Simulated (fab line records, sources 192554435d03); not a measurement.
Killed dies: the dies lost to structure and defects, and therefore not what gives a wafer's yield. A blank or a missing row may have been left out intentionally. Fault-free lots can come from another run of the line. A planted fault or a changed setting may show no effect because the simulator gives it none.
Struck lot and sound lot, side by side | flow n5 finfet | 25 steps out of a route of 1938
Sound: the wafers L619.1, L619.3, L619.5. The struck wafers were L614.1, L614.3, L614.5. At the end, the cause is stated.
At each step with rows: each side's tool, then ch and its chambers, then its first start. Under that, the readings that differ: sound wafers | struck wafers | difference of the means | sigmas: that difference in standard deviations of wafers without a fault.
alike: a reading whose means differ by less than 2 such deviations, as well as words and numbers matching on both sides. not compared: withheld readings; readings where some wafer has no value; bounds like >300 that might hide an equal value; numbers whose values overlap and for which the record gives no deviation.
A row with sigmas, a row that says differs or no value, or rows on one side alone: a step with any of these is where the two part. Numbers that have no deviation but don't overlap get no sigmas and don't part them. Lack of a reading on every wafer of one side parts them only where that side has two or more wafers.

first, 11 steps without rows for these wafers: N5_BEOL_M15_VIA_ETCH_16 (etches SiO2 in C4F8/O2/Ar, target depth 1792.2 nm); N5_BEOL_M15_STRIP_63 (strips in O2); N5_BEOL_M15_STRIP_64 (strips in O2); N5_BEOL_M15_STRIP_65 (strips in post etch residue remover, time 60 s); N5_BEOL_M15_SRD_66 (time 30 s, dry time 30 s); N5_BEOL_M15_COAT_56 (time 60 s, resist thk 550 nm); N5_BEOL_M15_ETCH_57 (etches SOC in N2/H2, time 750 s); N5_BEOL_M15_COAT_60 (time 60 s, resist thk 89 nm); N5_BEOL_M15_COAT_22 (resist thk 800 nm); N5_BEOL_M15_EBR_24; N5_BEOL_M15_SOFTBAKE_23 (time 60 s).
N5_BEOL_M15_EXPOSE_25: exposes mask M15, target cd 400 nm.
  sound on krf scanner-01 ch 0, day 18 13:55; struck on krf scanner-02 ch 0, day 16 11:18
  reading              | sound             | struck            | difference | sigmas
  exposure dose mJ cm2 | 35.97 35.96 35.95 | 39.69 39.68 39.75 | +3.75      | +17
  alike: mask
then, 3 steps without rows for these wafers: N5_BEOL_M15_PEB_26 (peb time 90 s); N5_BEOL_M15_DEVELOP_27 (develop time 45 s); N5_BEOL_M15_HARDBAKE_32 (time 120 s).
N5_BEOL_M15_CD_MEAS_28: the cd target is 407.6 nm.
  sound on cd sem-01 ch 0, day 18 14:05; struck on cd sem-02 ch 0, day 16 11:28
  reading    | sound             | struck            | difference | sigmas
  cd nm (nm) | 410.4 408.5 407.2 | 428.0 427.9 426.4 | +18.7      | +11
N5_BEOL_M15_DESCUM_33: chemistry O2, time 7.9 s.
  sound on rie diel-01 ch 0,3, day 18 14:10; struck on rie diel-01 ch 1,2,3, day 16 11:40
  reading                   | sound           | struck          | difference | sigmas
  model.BEOL_M15.cd nm (nm) | 410.4 408.2 407 | 428 427.8 426.6 | +19        |
  alike: drypump motor current A, o2 flow sccm, oes product au, rf vpp V, showerhead plenum p Torr, throttle valve pct
  not compared: rf hours counter h
then, 5 steps without rows for these wafers: N5_BEOL_M15_ETCH_61 (etches BARC in N2/H2, target depth 89 nm, overetch 26.7 nm, time 67.9 s); N5_BEOL_M15_TRENCH_ETCH_34 (etches SiO2 in C4F8/O2/Ar, target depth 872.93 nm, time 199 s); N5_BEOL_M15_STRIP_36 (strips in O2); N5_BEOL_M15_STRIP_62 (strips in O2); N5_BEOL_M15_STRIP_37 (strips in O2).
N5_BEOL_M15_ETCH_38: etches SiCN in CF4/N2, target depth 106.4 nm, time 120.5 s.
  sound: rie diel-02 ch 2,3; struck: rie diel-01 ch 1,2,3
  reading                   | sound          | struck         | difference | sigmas
  oes product au (a.u.)     | 0.87 0.97 0.97 | 0.70 0.81 0.79 | -0.17      | -2
  model.BEOL_M15.cd nm (nm) | 402 400.8 398  | 419 420 417.8  | +19        |
  alike: drypump motor current A, mfc ar sccm, rf vpp V, showerhead plenum p Torr, throttle valve pct
  not compared: rf hours counter h
then, 1 step without rows for these wafers: N5_BEOL_M15_PRECLEAN_39 (cleans in residue remover, time 60 s).
N5_PASSIVATION_PROBE_49:
  the record holds rows for the sound wafers here (prober-01, day 19 06:59) but none for the struck ones

## WHERE THEY PART
Last at N5_PASSIVATION_PROBE_49 as far as this record goes, first at N5_BEOL_M15_EXPOSE_25.

WHY: what had been put in by the simulator
Process parameter drift: krf scanner-02, from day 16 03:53 on, at N5_BEOL_M15_EXPOSE_25. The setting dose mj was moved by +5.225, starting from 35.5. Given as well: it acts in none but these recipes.
